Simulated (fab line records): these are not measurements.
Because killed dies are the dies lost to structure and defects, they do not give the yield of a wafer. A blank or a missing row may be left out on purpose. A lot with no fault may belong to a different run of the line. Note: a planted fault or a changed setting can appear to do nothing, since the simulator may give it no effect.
Which tool was responsible? ; flow nand-harc ; 39 wafers from 13 lots sampled at 6 of the route's 1302 steps

== WHAT THE GAUGES READ, wafer by wafer ==
NHARC_A_BONDPAD_CD_MEAS_09: target cd 500 nm. Usual: 501.4 nm for cd-nm, sd 2.8.
lot;measured;on;cd-nm (nm);flag
L551;day 23 22:56;cd-sem-03;503.6 501.7 499.2;
L553;day 24 05:50;cd-sem-03;495.8 496.1 498.8;
L554;day 24 12:51;cd-sem-02;502.9 502.0 502.5;
L555;day 25 10:36;cd-sem-03;499.2 503.0 505.0;
L556;day 26 11:19;cd-sem-03;501.3 501.6 504.7;
L558;day 28 02:35;cd-sem-03;516.3 516.2 512.9;OFF
L562;day 28 11:11;cd-sem-02;513.4 509.5 512.3;OFF
L563;day 28 19:41;cd-sem-03;510.6 514.9 510.5;OFF
L565;day 30 05:41;cd-sem-01;517.1 516.1 510.9;OFF
L566;day 30 16:05;cd-sem-01;500.8 503.4 506.8;
L568;day 31 09:22;cd-sem-03;501.2 505.3 500.2;
L570;day 31 14:38;cd-sem-02;498.1 505.3 497.0;
L572;day 32 16:58;cd-sem-02;502.5 502.1 497.4;

NHARC_A_BONDPAD_OVL_MEAS_35. Usual: overlay-x-nm 2 nm, standard deviation 6.4; overlay-y-nm 1 nm, standard deviation 5.4.
lot;measured;on;overlay-x-nm (nm);overlay-y-nm (nm);flag
L551;day 23 23:01;overlay-01;-9 -8 -8;1 1 1;
L553;day 24 05:55;overlay-02;-4 -5 -5;-8 -8 -8;
L554;day 24 12:56;overlay-02;8 8 8;8 8 8;
L555;day 25 10:41;overlay-02;16 15 15;1 1 1;
L556;day 26 11:23;overlay-01;11 11 11;-1 0 0;
L558;day 28 02:41;overlay-02;3 3 3;4 5 5;
L562;day 28 11:16;overlay-02;-2 -2 -2;3 2 2;
L563;day 28 19:47;overlay-02;1 1 1;-7 -7 -7;
L565;day 30 05:47;overlay-01;4 4 4;9 10 10;
L566;day 30 16:10;overlay-02;3 3 3;4 3 4;
L568;day 31 09:28;overlay-02;8 8 8;2 2 3;
L570;day 31 14:43;overlay-02;-5 -5 -4;1 1 1;
L572;day 32 17:04;overlay-02;6 5 5;-3 -3 -2;

NHARC_END_SORT_01. Usual: value, then standard deviation, for each; defect-limited-yield 91.3 % / 3; killed-at-array 54 / 20; killed-at-other 0.7 / 0.94; killed-at-periphery 3.8 / 2.7; killed-dies 59 / 20; killed-open 3.5 / 1.9; killed-short 2.5 / 1.6.
lot;measured;on;defect-limited-yield (%);killed-at-array;killed-at-other;killed-at-periphery;killed-dies;killed-open;killed-short;flag
L558;day 29 09:44;prober-01;91.7 91.4 92.8;50 49 45;0 0 0;6 9 4;56 58 49;1 5 3;1 1 2;

== WHAT TOOL EACH LOT RAN ON (gives the tool, then ch and the chambers of the sampled wafers, and finally the start) ==
lot;NHARC_A_BONDPAD_DEP_00;NHARC_A_BONDPAD_CMP_29;NHARC_A_BONDPAD_EXPOSE_06
L551;pecvd-02 ch 1,2, day 23 21:41;cmp-02 ch 1,2,3, day 23 22:06;krf-scanner-02 ch 0, day 23 22:47
L553;pecvd-02 ch 0,1, day 24 04:37;cmp-04 ch 0,1,2, day 24 05:04;krf-scanner-03 ch 0, day 24 05:40
L554;pecvd-01 ch 0,1, day 24 11:51;cmp-02 ch 0,3, day 24 12:10;krf-scanner-02 ch 0, day 24 12:42
L555;pecvd-01 ch 0,1, day 25 09:23;cmp-04 ch 0,3, day 25 09:47;krf-scanner-04 ch 0, day 25 10:26
L556;pecvd-03 ch 0,1,2, day 26 10:38 or earlier;cmp-04 ch 0,2,3, day 26 10:38;krf-scanner-04 ch 0, day 26 11:10
L558;pecvd-01 ch 0,1, day 28 01:55 or earlier;cmp-02 ch 0,1,3, day 28 01:55;krf-scanner-02 ch 0, day 28 02:26
L562;pecvd-03 ch 0,1, day 28 10:03;cmp-03 ch 1,2,3, day 28 10:22;krf-scanner-02 ch 0, day 28 11:02
L563;pecvd-03 ch 0,1,2, day 28 18:59 or earlier;cmp-02 ch 2,3, day 28 18:59;krf-scanner-02 ch 0, day 28 19:32
L565;pecvd-01 ch 0,2, day 30 04:31;cmp-02 ch 0,1,2, day 30 04:52;krf-scanner-02 ch 0, day 30 05:32
L566;pecvd-01 ch 0,1, day 30 15:02;cmp-04 ch 1,3, day 30 15:24;krf-scanner-04 ch 0, day 30 15:56
L568;pecvd-02 ch 0,1, day 31 08:12;cmp-02 ch 0,2,3, day 31 08:35;krf-scanner-03 ch 0, day 31 09:13
L570;pecvd-02 ch 0,2, day 31 13:24;cmp-03 ch 2,3, day 31 13:49;krf-scanner-04 ch 0, day 31 14:29
L572;pecvd-01 ch 0,2, day 32 15:46;cmp-02 ch 2,3, day 32 16:10;krf-scanner-04 ch 0, day 32 16:49
- NHARC_A_BONDPAD_DEP_00: deposits SiCN, target thk 250 nm.
- NHARC_A_BONDPAD_CMP_29: polishes SiCN, target thk 200 nm.
- NHARC_A_BONDPAD_EXPOSE_06: exposes mask A BPAD.

== WHAT THE TOOLS THEMSELVES READ (means of the sampled wafers that have a number; where no wafer has one, the mark that the record gives instead) ==
NHARC_A_BONDPAD_DEP_00. Usual: 620 W for heater-power-w, sd 57.
lot;tool;heater-power-w (W);flag
L551;pecvd-02;651;
L553;pecvd-02;611;
L554;pecvd-01;627;
L555;pecvd-01;575;
L556;pecvd-03;556;
L558;pecvd-01;614;
L562;pecvd-03;599;
L563;pecvd-03;537;
L565;pecvd-01;685;
L566;pecvd-01;627;
L568;pecvd-02;561;
L570;pecvd-02;663;
L572;pecvd-01;663;

NHARC_A_BONDPAD_CMP_29. Usual: motor-current-A 12.4 A, standard deviation 1.3; slurry-flow-ml-min 150.0, standard deviation 0.46.
lot;tool;motor-current-A (A);slurry-flow-ml-min;flag
L551;cmp-02;12.1;150.2;
L553;cmp-04;13.9;149.9;
L554;cmp-02;11.7;150.0;
L555;cmp-04;14.8;149.8;
L556;cmp-04;13.8;150.1;
L558;cmp-02;12.2;149.8;
L562;cmp-03;11.6;150.2;
L563;cmp-02;12.8;150.4;
L565;cmp-02;11.4;149.8;
L566;cmp-04;13.8;150.3;
L568;cmp-02;11.6;150.2;
L570;cmp-03;11.8;149.9;
L572;cmp-02;11.9;150.0;

NHARC_A_BONDPAD_EXPOSE_06. Usual: exposure-dose-mJ-cm2 36.94, standard deviation 0.033; focus-offset-nm 0.0 nm, standard deviation 0.46.
lot;tool;exposure-dose-mJ-cm2;focus-offset-nm (nm);flag
L551;krf-scanner-02;36.92;0.0;
L553;krf-scanner-03;36.95;-0.1;
L554;krf-scanner-02;36.94;-0.7;
L555;krf-scanner-04;36.97;0.4;
L556;krf-scanner-04;36.94;0.5;
L558;krf-scanner-02;54.04;-0.2;OFF
L562;krf-scanner-02;50.61;0.4;OFF
L563;krf-scanner-02;50.40;-0.1;OFF
L565;krf-scanner-02;50.44;0.2;OFF
L566;krf-scanner-04;36.98;0.0;
L568;krf-scanner-03;36.95;-0.1;
L570;krf-scanner-04;36.96;0.3;
L572;krf-scanner-04;36.93;-0.1;

== THE ANSWER, worked out from the rows above alone ==
Rule: take the mean of a lot's wafers that have a number; if it is more than 3 standard deviations from the usual mean, the lot is off. Also off: a lot with no number at a reading for which 4 or more lots have one. All remaining lots with rows at the step are treated as sound. First the gauges in route order, then the tools' own readings, where a lot's mean is used as printed above. At the first step where some lot is off, the reading lying furthest off is the one used; lots without a number count as furthest.
Off: L558, L562, L563, L565 (NHARC_A_BONDPAD_CD_MEAS_09, cd-nm).
A tool fits if, at a process step before that reading, it ran every lot that is off, and no sound lot after the first of them. The gauges at NHARC_A_BONDPAD_CD_MEAS_09 aren't tried: what is off there is off at NHARC_A_BONDPAD_EXPOSE_06 too, on other tools, and a gauge's error can't cause that. With no start given for some of its lots, NHARC_A_BONDPAD_DEP_00 uses the hours and lot order of NHARC_A_BONDPAD_CMP_29. One fits: krf-scanner-02 at NHARC_A_BONDPAD_EXPOSE_06. Its last sound lot is L554 (day 24 12:42), its first lot that is off L558 (day 28 02:26): a fault that began between those two fits.
The tool's own readings at NHARC_A_BONDPAD_EXPOSE_06 bear it out: on the lots that are off they differ by more than 5 times the standard deviation of the sound lots' means. exposure-dose-mJ-cm2 reads 51.37 there against 36.95 on the sound lots.

== WHAT HAD BEEN PUT IN BY THE SIMULATOR ==
Process parameters drifting: krf-scanner-02 at NHARC_A_BONDPAD_EXPOSE_06, beginning at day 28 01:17. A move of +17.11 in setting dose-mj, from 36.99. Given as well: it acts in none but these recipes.
Shown lots that were struck: L558, L562, L563, L565. Same finding as the rule above.
